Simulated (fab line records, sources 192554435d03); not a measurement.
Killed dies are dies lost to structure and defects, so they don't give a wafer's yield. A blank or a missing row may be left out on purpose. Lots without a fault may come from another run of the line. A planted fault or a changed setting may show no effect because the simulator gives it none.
Chamber matching | flow n5_finfet | N5_BEOL_M5_ETCH_75 on rie_diel-02: 4 sister chambers
The step etches underlayer in N2/H2, target depth 6.5 nm, time 5.2 s. 4 wafers are shown with their chamber, then 7 later ones without.

WAFERS WITH THEIR CHAMBER
wafer  | chamber | drypump_motor_current_A (A)
L084.4 | 0       | 5.0
L087.3 | 2       | 6.7
L088.2 | 3       | 6.5
L088.3 | 1       | 6.2

WAFERS WITHOUT THEIR CHAMBER
wafer  | drypump_motor_current_A (A)
L088.5 | 6.4
L089.1 | 6.2
L089.2 | 6.5
L089.4 | 6.8
L095.1 | 6.2
L095.3 | 5.0
L095.4 | 6.5

WHICH CHAMBER EACH WENT THROUGH
wafer  | from the rows above     | in truth
L088.5 | can't be placed: 3 or 1 | 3
L089.1 | 1                       | 1
L089.2 | 3                       | 3
L089.4 | 2                       | 2
L095.1 | 1                       | 1
L095.3 | 0                       | 0
L095.4 | 3                       | 3
Placed correctly: 6 of 7. Can't be placed from these rows: 1 (the true chamber is among the candidates in 1). Placed wrongly: 0.
How it was worked out, from the rows above alone: a wafer's distance from a chamber is the root of the sum, over the readings, of the square of ((its reading less the chamber's mean) divided by the reading's scatter). The wafer belongs to the nearest chamber; if the next one is less than 2 further off, it can't be placed. A chamber's mean is the mean of its shown wafers. The scatter: with one shown wafer a chamber, the root of the mean of the squares of how far each hidden wafer lies from its nearest shown one.
